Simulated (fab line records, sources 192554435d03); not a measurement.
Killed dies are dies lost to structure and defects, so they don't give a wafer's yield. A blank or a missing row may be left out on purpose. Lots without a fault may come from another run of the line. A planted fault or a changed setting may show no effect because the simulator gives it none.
fab line records | flow n5_finfet
record lots=24 wafers=72 last_day=17
route steps=1938 shown BEOL_M3@977
lots that met no fault: from a run of the same line without faults
start_h: hours from the record's first day to the start of the lot's first wafer shown | wait_h: hours since the lot's step before | " the same as in the row above | L1.1+2: a row that stands for several wafers | - no value, or no start given | * or withheld: withheld | < > ~ a bound
route shown NAME@n: a module of which the file shows steps, and the number in the route of the first | usual: mean/standard deviation of fault-free wafers | same: alike in all rows | chamber/n: place in a boat | sites: the reading at each site | _std_site: their standard deviation | _edge_site: outer sites' mean less inner sites' | radius_mm: how far each site lies from the wafer's centre | mask NAME#n: copy n | behind: the tool/chamber that last shaped the wafer | hold: why the lot was held/for how many hours/how that ended | device: the transistor (n, p or np) that didn't switch | end of line: the same wafers' tests at the end of the route | a step without rows: its recipe alone | killed: dies lost to structure and defects at the first sort, not the wafer's yield | map: a wafer's dies, x killed, . not, _ none there
set.NAME: the setting as run; set.NAME@STEP: as run at that earlier step | model.NAME: the simulator's own value behind a step, which no gauge read
steps of the route over a sample of lots; a table a step, a row a wafer
services: from which hour (start_h, from the record's first day; less than 0 if before it) a tool's chamber was out of use, for how many hours, and why
## steps
# step N5_BEOL_M3_VIA_ETCH_34
# recipe chemistry=C4F6/O2 target_depth_a=694 mask_material=SOC pressure_mtorr=15 ion_energy_ev=250 taper_deg=4 time_s=65.9 source_w=350 bias_w=170 Ar_flow_sccm=300 C4F6_flow_sccm=10 O2_flow_sccm=10
# usual drypump_motor_current_A=5.9/0.37 oes_f_703_au=0.80/0.089 oes_o_777_au=0.80/0.089 oes_product_au=0.79/0.078 rf_fwd_power_W=347.5/1.3 rf_vpp_V=658/14 showerhead_plenum_p_Torr=2.80/0.11 throttle_valve_pct=30.7/0.39
# columns lot.wafer tool chamber start_h wait_h drypump_motor_current_A oes_f_703_au oes_o_777_au oes_product_au rf_fwd_power_W rf_hours_counter_h rf_vpp_V showerhead_plenum_p_Torr throttle_valve_pct
L074.2 rie_diel-02 1 155.84 0.0 6.0 0.76 0.77 0.72 347.3 190 646 2.68 30.5
L074.5 " 1 " " 6.0 0.77 0.77 0.72 346.5 - 647 2.68 30.5
L074.6 " 2 " " 5.7 0.85 0.83 0.85 343.6 - 671 3.00 30.9
L076.1 rie_diel-02 1 165.24 0.0 6.0 0.77 0.77 0.71 349.9 193 646 2.68 30.5
L076.4 " 3 " " 6.2 0.84 0.83 0.85 347.0 70 669 2.78 30.9
L076.6 " 2 " " 5.7 0.84 0.84 0.85 345.6 - 671 3.00 30.9
L075.2 rie_diel-05 0 173.64 0.0 5.5 0.92 0.92 0.89 348.6 57 662 2.78 30.4
L075.5 " 1 " " 5.5 0.75 0.77 0.72 348.4 - 650 2.72 31.6
L075.6 " 2 " " 6.0 0.79 0.79 0.76 349.0 - 650 2.63 30.2
L077.1 rie_diel-06 0 176.87 0.0 6.3 0.89 0.91 0.87 346.0 45 649 2.86 30.5
L077.4 " 3 " " 6.5 0.99 1.00 0.96 348.8 9 649 2.79 30.3
L077.5 " 3 " " 6.5 0.99 1.00 0.94 349.7 - 650 2.79 30.3
L078.1 rie_diel-06 3 180.03 0.0 6.4 0.99 0.99 0.94 349.3 10 649 2.79 30.3
L078.2 " 0 " " 6.3 0.88 0.91 0.87 345.4 46 650 2.86 30.5
L078.3 " 1 " " 5.7 0.71 0.72 0.71 348.0 215 663 2.71 31.2
L080.2 rie_diel-06 2 191.61 0.0 5.6 0.72 0.71 0.75 348.5 153 661 2.97 30.6
L080.4 " 0 " " 6.3 0.89 0.90 0.87 348.9 50 649 2.86 30.5
L080.5 " 0 " " 6.3 0.89 0.90 0.86 345.5 - 648 2.86 30.5
L079.2 rie_diel-05 1 194.86 0.0 5.5 0.75 0.77 0.72 347.6 209 649 2.71 31.6
L079.4 " 0 " " 5.5 0.92 0.90 0.90 348.8 62 663 2.78 30.4
L079.6 " 3 " " 5.9 0.70 0.71 0.76 346.2 - 703 2.98 31.3
L082.1 rie_diel-06 2 199.30 0.0 5.6 0.72 0.70 0.75 346.5 155 662 2.97 30.6
L082.4 " 1 " " 5.8 0.71 0.71 0.71 347.4 221 663 2.70 31.2
L082.5 " 1 " " 5.8 0.71 0.72 0.71 349.4 - 662 2.70 31.2
L081.1 rie_diel-02 1 207.99 0.0 6.0 0.76 0.76 0.71 347.4 206 647 2.68 30.5
L081.4 " 0 " " 5.2 0.77 0.79 0.74 349.7 162 631 2.80 30.6
L081.5 " 0 " " 5.2 0.79 0.79 0.74 349.1 - 631 2.80 30.6
L084.1 rie_diel-05 0 209.86 0.0 5.5 0.91 0.90 0.89 348.6 67 664 2.78 30.4
L084.2 " 2 " " 6.0 0.78 0.78 0.74 345.1 144 651 2.62 30.2
L084.5 " 1 " " 5.5 0.74 0.78 0.71 348.8 - 648 2.71 31.6
L083.1 rie_diel-06 1 211.42 0.0 5.8 0.71 0.72 0.70 345.0 224 662 2.70 31.2
L083.4 " 0 " " 6.3 0.87 0.90 0.85 347.8 56 648 2.86 30.5
L083.5 " 2 " " 5.6 0.72 0.71 0.74 349.9 - 662 2.97 30.6
L085.3 rie_diel-06 2 226.68 0.0 5.6 0.70 0.70 0.73 348.4 163 662 2.97 30.6
L085.4 " 0 " " 6.3 0.87 0.88 0.85 347.3 60 649 2.85 30.5
L085.5 " 1 " " 5.8 0.70 0.71 0.71 346.7 - 661 2.70 31.2
L087.1 rie_diel-05 1 238.81 0.0 5.5 0.73 0.76 0.71 346.4 222 649 2.71 31.6
L087.4 " 0 " " 5.5 0.89 0.89 0.87 347.9 75 662 2.77 30.5
L087.6 " 1 " " 5.5 0.74 0.76 0.71 347.9 - 648 2.71 31.6
L086.3 rie_diel-06 2 238.84 0.0 5.6 0.71 0.70 0.73 346.5 166 661 2.97 30.7
L086.4 " 1 " " 5.8 0.70 0.71 0.71 346.5 232 662 2.70 31.2
L086.6 " 3 " " 6.5 0.96 0.96 0.91 348.5 - 650 2.78 30.3
L088.1 rie_diel-05 0 244.58 0.0 5.5 0.90 0.89 0.86 346.3 77 663 2.77 30.5
L088.4 " 1 " " 5.5 0.73 0.76 0.70 347.7 223 648 2.71 31.6
L088.5 " 0 " " 5.5 0.89 0.89 0.87 349.8 - 664 2.77 30.5
L089.2 rie_diel-02 0 247.20 0.0 5.2 0.78 0.79 0.73 347.7 174 632 2.80 30.6
L089.4 " 3 " " 6.2 0.81 0.79 0.83 347.3 - 669 2.77 30.9
L089.6 " 0 " " 5.2 0.77 0.78 0.73 346.9 - 633 2.80 30.6
L090.2 rie_diel-06 3 247.20 0.0 6.4 0.94 0.95 0.92 347.1 30 648 2.78 30.3
L090.3 " 0 " " 6.3 0.87 0.88 0.83 344.8 66 648 2.85 30.5
L090.6 " 2 " " 5.6 0.71 0.70 0.73 348.0 - 660 2.97 30.7
L091.1 rie_diel-05 0 255.23 0.0 5.5 0.89 0.88 0.87 348.1 79 662 2.77 30.5
L091.3 " 1 " " 5.5 0.73 0.76 0.70 348.5 226 649 2.71 31.6
L091.6 " 3 " " 5.9 0.69 0.70 0.74 348.0 - 704 2.97 31.3
L092.2 rie_diel-06 0 258.81 0.0 6.3 0.86 0.87 0.83 346.0 69 648 2.85 30.5
L092.4 " 1 " " 5.8 0.70 0.71 0.69 349.3 238 660 2.70 31.2
L092.5 " 1 " " 5.8 0.70 0.71 0.68 349.8 - 663 2.70 31.2
L093.2 rie_diel-06 2 277.20 0.0 5.6 0.70 0.69 0.73 347.3 177 662 2.96 30.6
L093.3 " 0 " " 6.3 0.84 0.87 0.83 347.0 78 648 2.85 30.5
L093.5 " 3 " " 6.5 0.92 0.92 0.89 346.9 - 648 2.78 30.3
L094.1 rie_diel-02 1 280.15 0.0 6.0 0.74 0.75 0.68 348.8 226 646 2.67 30.5
L094.4 " 1 " " 6.0 0.74 0.75 0.69 348.3 - 647 2.67 30.5
L094.5 " 1 " " 6.0 0.74 0.76 0.68 347.9 - 645 2.67 30.5
L095.1 rie_diel-06 3 280.25 0.0 6.5 0.93 0.93 0.88 349.2 43 649 2.78 30.3
L095.3 " 0 " " 6.3 0.84 0.85 0.82 346.5 79 649 2.85 30.5
L095.6 " 3 " " 6.5 0.92 0.92 0.88 349.7 - 649 2.78 30.3
L096.2 rie_diel-02 3 286.88 0.0 6.2 0.80 0.79 0.81 347.5 106 671 2.77 30.9
L096.3 " 0 " " 5.3 0.77 0.77 0.73 346.9 182 632 2.79 30.6
L096.5 " 3 " " 6.2 0.80 0.80 0.82 348.5 - 670 2.77 30.9
L097.1 rie_diel-06 0 300.75 0.0 6.3 0.84 0.86 0.81 346.5 87 651 2.84 30.5
L097.2 " 3 " " 6.5 0.91 0.91 0.87 347.3 51 648 2.77 30.3
L097.3 " 2 " " 5.6 0.70 0.68 0.71 345.5 187 661 2.96 30.7
# step N5_BEOL_M3_DEGAS_44
# recipe ambient=vacuum temp_c=250 time_s=60
# usual heater_power_w=339/36
# columns lot.wafer tool chamber start_h wait_h heater_power_w
L074.2 pvd_sputter-03 - 156.63 0.4 400
L074.5 " - " " 326
L074.6 " - " " 342
L076.1 pvd_sputter-03 - 166.24 0.6 395
L076.4 " - " " 399
L076.6 " - " " 337
L075.2 pvd_sputter-03 - 174.20 0.1 331
L075.5 " - " " 369
L075.6 " - " " 327
L077.1 pvd_sputter-03 - 177.92 0.6 335
L077.4 " - " " 402
L077.5 " - " " 332
L078.1 pvd_sputter-03 - 180.58 0.1 373
L078.2 " - " " 340
L078.3 " - " " 340
L080.2 pvd_sputter-03 - 192.43 0.4 410
L080.4 " - " " 324
L080.5 " - " " 332
L079.2 pvd_sputter-01 - 195.58 0.3 282
L079.4 " - " " 367
L079.6 " - " " 306
L082.1 pvd_sputter-02 - 200.35 0.6 288
L082.4 " - " " 341
L082.5 " - " " 290
L081.1 pvd_sputter-02 - 208.78 0.4 330
L081.4 " - " " 350
L081.5 " - " " 284
L084.1 pvd_sputter-02 - 211.90 1.6 318
L084.2 " - " " 348
L084.5 " - " " 287
L083.1 pvd_sputter-03 - 212.10 0.3 329
L083.4 " - " " 370
L083.5 " - " " 339
L085.3 pvd_sputter-01 - 227.41 0.3 289
L085.4 " - " " 369
L085.5 " - " " 295
L087.1 pvd_sputter-01 - 239.39 0.2 280
L087.4 " - " " 370
L087.6 " - " " 372
L086.3 pvd_sputter-03 - 239.44 0.2 390
L086.4 " - " " 367
L086.6 " - " " 328
L088.1 pvd_sputter-02 - 245.04 0.1 316
L088.4 " - " " 320
L088.5 " - " " 343
L089.2 pvd_sputter-03 - 247.84 0.2 335
L089.4 " - " " 407
L089.6 " - " " 339
L090.2 pvd_sputter-02 - 247.89 0.3 325
L090.3 " - " " 338
L090.6 " - " " 292
L091.1 pvd_sputter-02 - 255.95 0.3 322
L091.3 " - " " 343
L091.6 " - " " 277
L092.2 pvd_sputter-03 - 259.32 0.1 340
L092.4 " - " " 408
L092.5 " - " " 398
L093.2 pvd_sputter-03 - 277.77 0.2 341
L093.3 " - " " 401
L093.5 " - " " 379
L095.1 pvd_sputter-02 - 280.74 0.1 334
L095.3 " - " " 324
L095.6 " - " " 320
L094.1 pvd_sputter-03 - 280.77 0.1 340
L094.4 " - " " 337
L094.5 " - " " 398
L096.2 pvd_sputter-03 - 287.62 0.3 376
L096.3 " - " " 394
L096.5 " - " " 332
L097.1 pvd_sputter-02 - 301.92 0.8 287
L097.2 " - " " 321
L097.3 " - " " 342
# step N5_BEOL_M3_ANNEAL_49
# recipe temp_c=400 time_s=240 ambient=vacuum
# usual heater_power_w=841/99
# columns lot.wafer tool chamber start_h wait_h heater_power_w
L074.2 pvd_sputter-03 - 157.59 0.0 831
L074.5 " - " " 996
L074.6 " - " " 827
L076.1 pvd_sputter-03 - 167.16 0.0 1012
L076.4 " - " " 1007
L076.6 " - " " 832
L075.2 pvd_sputter-02 - 175.74 0.0 848
L075.5 " - " " 697
L075.6 " - " " 809
L077.1 pvd_sputter-01 - 178.71 0.0 738
L077.4 " - " " 922
L077.5 " - " " 713
L078.1 pvd_sputter-02 - 181.37 0.0 875
L078.2 " - " " 808
L078.3 " - " " 793
L080.2 pvd_sputter-03 - 193.21 0.0 847
L080.4 " - " " 931
L080.5 " - " " 1009
L079.2 pvd_sputter-02 - 196.44 0.0 827
L079.4 " - " " 856
L079.6 " - " " 824
L082.1 pvd_sputter-01 - 201.26 0.0 916
L082.4 " - " " 746
L082.5 " - " " 742
L081.1 pvd_sputter-03 - 209.72 0.0 1016
L081.4 " - " " 842
L081.5 " - " " 821
L084.1 pvd_sputter-01 - 212.55 0.0 695
L084.2 " - " " 931
L084.5 " - " " 734
L083.1 pvd_sputter-03 - 212.79 0.0 816
L083.4 " - " " 993
L083.5 " - " " 934
L085.3 pvd_sputter-01 - 228.33 0.0 725
L085.4 " - " " 735
L085.5 " - " " 730
L087.1 pvd_sputter-03 - 240.50 0.0 816
L087.4 " - " " 821
L087.6 " - " " 993
L086.3 pvd_sputter-01 - 241.95 0.0 944
L086.4 " - " " 688
L086.6 " - " " 901
L088.1 pvd_sputter-01 - 246.04 0.0 699
L088.4 " - " " 751
L088.5 " - " " 929
L089.2 pvd_sputter-02 - 248.51 0.0 853
L089.4 " - " " 799
L089.6 " - " " 802
L090.2 pvd_sputter-03 - 248.65 0.0 954
L090.3 " - " " 1003
L090.6 " - " " 821
L091.1 pvd_sputter-03 - 257.23 0.0 829
L091.3 " - " " 1011
L091.6 " - " " 927
L092.2 pvd_sputter-01 - 260.39 0.0 719
L092.4 " - " " 711
L092.5 " - " " 702
L093.2 pvd_sputter-02 - 278.60 0.0 719
L093.3 " - " " 867
L093.5 " - " " 861
L095.1 pvd_sputter-03 - 283.26 0.0 830
L095.3 " - " " 1002
L095.6 " - " " 910
L094.1 pvd_sputter-03 - 285.10 0.0 1048
L094.4 " - " " 831
L094.5 " - " " 833
L096.2 pvd_sputter-03 - 288.31 0.0 930
L096.3 " - " " 1004
L096.5 " - " " 855
L097.1 pvd_sputter-03 - 302.99 0.0 824
L097.2 " - " " 1031
L097.3 " - " " 930
# step N5_BEOL_M3_ANNEAL_80
# recipe temp_c=400 time_s=240 ambient=vacuum
# usual heater_power_w=840/98
# columns lot.wafer tool chamber start_h wait_h heater_power_w
L074.2 pvd_sputter-03 - 157.81 0.0 816
L074.5 " - " " 1017
L074.6 " - " " 808
L076.1 pvd_sputter-03 - 167.38 0.0 1027
L076.4 " - " " 995
L076.6 " - " " 824
L075.2 pvd_sputter-02 - 175.96 0.0 871
L075.5 " - " " 726
L075.6 " - " " 790
L077.1 pvd_sputter-01 - 178.93 0.0 757
L077.4 " - " " 931
L077.5 " - " " 725
L078.1 pvd_sputter-02 - 181.59 0.0 877
L078.2 " - " " 789
L078.3 " - " " 811
L080.2 pvd_sputter-03 - 193.43 0.0 840
L080.4 " - " " 916
L080.5 " - " " 1011
L079.2 pvd_sputter-02 - 196.66 0.0 808
L079.4 " - " " 842
L079.6 " - " " 858
L082.1 pvd_sputter-01 - 201.48 0.0 899
L082.4 " - " " 731
L082.5 " - " " 704
L081.1 pvd_sputter-03 - 209.94 0.0 1012
L081.4 " - " " 829
L081.5 " - " " 869
L084.1 pvd_sputter-01 - 212.77 0.0 717
L084.2 " - " " 925
L084.5 " - " " 730
L083.1 pvd_sputter-03 - 213.01 0.0 829
L083.4 " - " " 1001
L083.5 " - " " 949
L085.3 pvd_sputter-01 - 228.55 0.0 745
L085.4 " - " " 739
L085.5 " - " " 733
L087.1 pvd_sputter-03 - 240.72 0.0 813
L087.4 " - " " 833
L087.6 " - " " 978
L086.3 pvd_sputter-01 - 242.17 0.0 913
L086.4 " - " " 689
L086.6 " - " " 904
L088.1 pvd_sputter-01 - 246.26 0.0 687
L088.4 " - " " 742
L088.5 " - " " 930
L089.2 pvd_sputter-02 - 248.73 0.0 847
L089.4 " - " " 810
L089.6 " - " " 804
L090.2 pvd_sputter-03 - 248.87 0.0 940
L090.3 " - " " 1024
L090.6 " - " " 802
L091.1 pvd_sputter-03 - 257.45 0.0 824
L091.3 " - " " 1011
L091.6 " - " " 942
L092.2 pvd_sputter-01 - 260.61 0.0 724
L092.4 " - " " 693
L092.5 " - " " 693
L093.2 pvd_sputter-02 - 278.82 0.0 740
L093.3 " - " " 849
L093.5 " - " " 854
L095.1 pvd_sputter-03 - 283.48 0.0 834
L095.3 " - " " 1013
L095.6 " - " " 935
L094.1 pvd_sputter-03 - 285.32 0.0 987
L094.4 " - " " 815
L094.5 " - " " 851
L096.2 pvd_sputter-03 - 288.53 0.0 933
L096.3 " - " " 1007
L096.5 " - " " 820
L097.1 pvd_sputter-03 - 303.21 0.0 814
L097.2 " - " " 1028
L097.3 " - " " 948
# step N5_BEOL_M3_ANNEAL_91
# recipe temp_c=400 time_s=240 ambient=vacuum
# usual heater_power_w=842/99
# columns lot.wafer tool chamber start_h wait_h heater_power_w
L074.2 pvd_sputter-03 - 158.69 0.0 828
L074.5 " - " " 1022
L074.6 " - " " 816
L076.1 pvd_sputter-03 - 168.26 0.0 1006
L076.4 " - " " 1024
L076.6 " - " " 834
L075.2 pvd_sputter-02 - 176.84 0.0 839
L075.5 " - " " 719
L075.6 " - " " 804
L077.1 pvd_sputter-01 - 179.81 0.0 736
L077.4 " - " " 921
L077.5 " - " " 716
L078.1 pvd_sputter-02 - 182.47 0.0 851
L078.2 " - " " 804
L078.3 " - " " 807
L080.2 pvd_sputter-03 - 194.31 0.0 826
L080.4 " - " " 914
L080.5 " - " " 1011
L079.2 pvd_sputter-02 - 197.54 0.0 809
L079.4 " - " " 880
L079.6 " - " " 845
L082.1 pvd_sputter-01 - 202.36 0.0 917
L082.4 " - " " 718
L082.5 " - " " 717
L081.1 pvd_sputter-03 - 210.82 0.0 999
L081.4 " - " " 842
L081.5 " - " " 867
L084.1 pvd_sputter-01 - 213.65 0.0 731
L084.2 " - " " 919
L084.5 " - " " 714
L083.1 pvd_sputter-03 - 213.89 0.0 868
L083.4 " - " " 1009
L083.5 " - " " 937
L085.3 pvd_sputter-01 - 229.43 0.0 755
L085.4 " - " " 726
L085.5 " - " " 751
L087.1 pvd_sputter-03 - 241.60 0.0 849
L087.4 " - " " 836
L087.6 " - " " 997
L086.3 pvd_sputter-01 - 243.05 0.0 914
L086.4 " - " " 689
L086.6 " - " " 924
L088.1 pvd_sputter-01 - 247.14 0.0 695
L088.4 " - " " 749
L088.5 " - " " 900
L089.2 pvd_sputter-02 - 249.61 0.0 840
L089.4 " - " " 811
L089.6 " - " " 802
L090.2 pvd_sputter-03 - 249.75 0.0 949
L090.3 " - " " 997
L090.6 " - " " 837
L091.1 pvd_sputter-03 - 258.33 0.0 839
L091.3 " - " " 1052
L091.6 " - " " 965
L092.2 pvd_sputter-01 - 261.49 0.0 726
L092.4 " - " " 704
L092.5 " - " " 714
L093.2 pvd_sputter-02 - 279.70 0.0 715
L093.3 " - " " 843
L093.5 " - " " 868
L095.1 pvd_sputter-03 - 284.36 0.0 849
L095.3 " - " " 1002
L095.6 " - " " 938
L094.1 pvd_sputter-03 - 286.20 0.0 1010
L094.4 " - " " 845
L094.5 " - " " 833
L096.2 pvd_sputter-03 - 289.41 0.0 909
L096.3 " - " " 1026
L096.5 " - " " 841
L097.1 pvd_sputter-03 - 304.09 0.0 844
L097.2 " - " " 1021
L097.3 " - " " 937
# step N5_BEOL_M3_PRE_CLEAN_60
# recipe gas=NH3/H2 time_s=15 temp_c=* rf_power_w=300
# usual heater_power_w=86/16 rf_fwd_power_W=296.8/1.3
# columns lot.wafer tool chamber start_h wait_h heater_power_w rf_fwd_power_W
L074.2 cvd_co-01 1 160.25 0.0 117 297.7
L074.5 " 1 " " 117 297.9
L074.6 " 0 " " 75 296.7
L076.1 cvd_co-01 0 169.66 0.0 75 297.6
L076.4 " 1 " " 117 297.7
L076.6 " 2 " " 68 295.0
L075.2 cvd_co-02 0 178.27 0.0 99 296.5
L075.5 " 1 " " 82 296.5
L075.6 " 2 " " 74 297.6
L077.1 cvd_co-01 1 181.22 0.0 116 296.9
L077.4 " 2 " " 67 296.2
L077.5 " 0 " " 76 298.3
L078.1 cvd_co-02 1 184.03 0.0 80 295.4
L078.2 " 0 " " 98 297.2
L078.3 " 2 " " 76 297.4
L080.2 cvd_co-01 0 195.72 0.0 74 296.2
L080.4 " 2 " " 68 296.6
L080.5 " 0 " " 75 297.8
L079.2 cvd_co-01 2 199.37 0.0 68 294.6
L079.4 " 0 " " 77 297.9
L079.6 " 1 " " 115 297.6
L082.1 cvd_co-02 0 203.77 0.0 101 296.3
L082.4 " 2 " " 76 298.2
L082.5 " 0 " " 97 298.0
L081.1 cvd_co-02 2 212.22 0.0 76 296.8
L081.4 " 0 " " 99 293.9
L081.5 " 2 " " 77 296.9
L084.1 cvd_co-01 1 215.14 0.1 120 296.3
L084.2 " 0 " " 76 297.5
L084.5 " 0 " " 73 298.6
L083.1 cvd_co-01 1 215.38 0.1 119 298.8
L083.4 " 0 " " 74 297.2
L083.5 " 2 " " 69 293.2
L085.3 cvd_co-01 0 230.83 0.0 75 299.0
L085.4 " 0 " " 75 298.0
L085.5 " 1 " " 120 296.4
L087.1 cvd_co-01 0 243.01 0.0 73 297.4
L087.4 " 0 " " 75 297.5
L087.6 " 1 " " 117 297.6
L086.3 cvd_co-02 0 244.49 0.1 96 297.1
L086.4 " 0 " " 99 297.5
L086.6 " 2 " " 77 298.0
L088.1 cvd_co-02 2 248.62 0.1 76 296.9
L088.4 " 2 " " 76 298.0
L088.5 " 0 " " 99 296.9
L089.2 cvd_co-02 0 251.01 0.0 100 296.1
L089.4 " 1 " " 83 295.8
L089.6 " 2 " " 77 296.1
L090.2 cvd_co-01 1 251.48 0.1 116 298.2
L090.3 " 2 " " 67 294.6
L090.6 " 0 " " 74 298.4
L091.1 cvd_co-02 2 259.91 0.2 74 296.8
L091.3 " 1 " " 82 296.6
L091.6 " 0 " " 98 296.9
L092.2 cvd_co-02 1 263.03 0.0 82 298.1
L092.4 " 2 " " 77 296.2
L092.5 " 0 " " 96 296.6
L093.2 cvd_co-02 2 281.40 0.0 76 296.4
L093.3 " 1 " " 83 296.6
L093.5 " 2 " " 77 296.7
L095.1 cvd_co-02 1 285.76 0.0 82 296.6
L095.3 " 0 " " 101 297.0
L095.6 " 2 " " 78 296.9
L094.1 cvd_co-02 1 287.69 0.1 81 297.1
L094.4 " 1 " " 83 297.8
L094.5 " 0 " " 96 298.4
L096.2 cvd_co-01 2 290.81 0.0 69 295.0
L096.3 " 1 " " 116 297.1
L096.5 " 2 " " 68 294.1
L097.1 cvd_co-02 2 305.49 0.0 77 296.8
L097.2 " 1 " " 82 296.3
L097.3 " 0 " " 99 297.8
## services
# columns tool chamber start_h hours kind
pvd_sputter-01 - 163.99 2.8 repair
cvd_co-02 - 189.79 0.3 repair
rie_diel-02 3 192.97 4.2 repair
cvd_co-02 - 214.59 2.8 pm
rie_diel-02 2 230.43 75.0 repair
rie_diel-02 - 257.21 15.6 pm
rie_diel-05 0 261.54 19.9 repair
rie_diel-06 2 264.89 6.7 repair
cvd_co-01 - 265.04 2.8 pm
rie_diel-02 0 278.05 4.4 repair
rie_diel-06 1 287.76 - clean
rie_diel-06 1 287.76 - consumable_replace:focus_ring
rie_diel-06 1 287.76 - consumable_replace:showerhead
rie_diel-06 1 287.76 16.5 scheduled_down
rie_diel-06 1 287.76 16.5 vent_cycle
rie_diel-05 - 298.29 4.3 pm
## key
fault none
